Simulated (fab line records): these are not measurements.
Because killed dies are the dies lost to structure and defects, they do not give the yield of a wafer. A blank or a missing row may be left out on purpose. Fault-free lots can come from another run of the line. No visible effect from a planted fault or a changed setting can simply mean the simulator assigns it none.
Lot-split experiment	flow n5_finfet	7 lots, 39 wafers read, on a route of 1938 steps

ABOUT THE SPLIT
At N5_MOL_CONTACT_COAG_ETCH_110 (etches Si in CF4/O2, target depth 2.5 nm, time 8 s), the setting source_w was moved away from the recipe's 200 W on 12 of the 39 wafers read, by -13.7% to -5.5%. For the rest of the wafers, this setting stayed at what the recipe calls for.

The reading comes from the split's own step.

THE READING
rf_vpp_V, in V, at N5_MOL_CONTACT_COAG_ETCH_110 (etches Si in CF4/O2, target depth 2.5 nm, time 8 s). Fault-free wafers of this fab line usually give 129.0 V, standard deviation 2.7 V.

wafer	tool, chamber at the split	source_w as run, W	against the recipe	rf_vpp_V, V	against lot-mates on the recipe
L075.3	rie_diel-01, 1	200	recipe	124.7	-
L075.4	rie_diel-01, 0	200	recipe	129.1	-
L075.6	rie_diel-01, 1	200	recipe	127.2	-
L076.1	rie_diel-03, 1	177.7	-11.2%	142.1	+11.7
L076.2	rie_diel-03, 3	177.7	-11.2%	142.9	+12.5
L076.3	rie_diel-03, 2	177.7	-11.2%	138.1	+7.7
L076.4	rie_diel-03, 0	200	recipe	128.4	-
L076.5	rie_diel-03, 0	200	recipe	130.2	-
L076.6	rie_diel-03, 1	200	recipe	132.5	-
L081.1	rie_diel-03, 2	200	recipe	130.4	-
L081.2	rie_diel-03, 0	200	recipe	126.6	-
L081.3	rie_diel-03, 1	181.3	-9.3%	139.1	+10.5
L081.4	rie_diel-03, 3	181.3	-9.3%	140.4	+11.8
L081.5	rie_diel-03, 3	181.3	-9.3%	140.5	+11.9
L081.6	rie_diel-03, 2	200	recipe	128.8	-
L085.1	rie_diel-01, 3	200	recipe	131.3	-
L085.2	rie_diel-01, 2	200	recipe	131.8	-
L085.3	rie_diel-01, 0	200	recipe	129.2	-
L085.4	rie_diel-01, 1	200	recipe	125.9	-
L085.5	rie_diel-01, 1	200	recipe	125.3	-
L085.6	rie_diel-01, 0	200	recipe	128.6	-
L090.1	rie_diel-05, 3	200	recipe	128.1	-
L090.2	rie_diel-05, 1	200	recipe	124.6	-
L090.3	rie_diel-05, 2	200	recipe	128.7	-
L090.4	rie_diel-05, 0	200	recipe	124.6	-
L090.5	rie_diel-05, 2	200	recipe	130.5	-
L090.6	rie_diel-05, 1	200	recipe	125.6	-
L095.1	rie_diel-03, 3	200	recipe	132.4	-
L095.2	rie_diel-03, 0	200	recipe	130.3	-
L095.3	rie_diel-03, 1	172.5	-13.7%	144.3	+12.6
L095.4	rie_diel-03, 0	172.5	-13.7%	144.2	+12.5
L095.5	rie_diel-03, 3	200	recipe	132.3	-
L095.6	rie_diel-03, 1	172.5	-13.7%	144.1	+12.4
L097.1	rie_diel-05, 2	188.9	-5.5%	134.6	+9.2
L097.2	rie_diel-05, 1	200	recipe	126.0	-
L097.3	rie_diel-05, 0	200	recipe	123.5	-
L097.4	rie_diel-05, 2	188.9	-5.5%	135.5	+10.1
L097.5	rie_diel-05, 0	188.9	-5.5%	129.2	+3.8
L097.6	rie_diel-05, 1	200	recipe	126.6	-

FIT RESULTS
A straight line over all 39 wafers: rf_vpp_V changes by -1.16 V for each +1% of source_w; r = -0.92; the points scatter about the line by 2.5 V.
The same after taking each lot's own level away (the mean of its wafers on the recipe; 39 wafers): -1 V for each +1%; r = -0.92; scatter 2.1 V.
Per that fit: largest source_w move, reading shift of 14 V.
Measured against the standard deviation above, the lots' own levels, which go from 125.37 to 131.67 V, span 2.3 times it.
Thus the slope moves with the lot-to-lot level: the two fits are different.
Check: with one of the wafers moved furthest among these (-13.7%) left out of the fit, the line predicts +14.2 V for it against its lot-mates. Against them it came out at +12.6 V.
Tool readings at the split's step, against how far the setting was moved: rf_vpp_V r = -0.92.

THESE WAFERS: OTHER SPLITS
Note: prior to the reading, these wafers also went through further splits. Each is held against what the fit with the lots' levels taken away leaves over:
other split on the same wafers	wafers away from the commonest value	r with rf_vpp_V (lot level and that fit taken away)
N5_DUMMY_GATE_EXPOSE_12 dose_mj	9	+0.20
N5_SD_EPI_P_EPI_21 pressure_torr	24	+0.00

THE FILE'S OWN FIT
rf_vpp_V changes by -1.02 V for each +1% of source_w, r = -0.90.
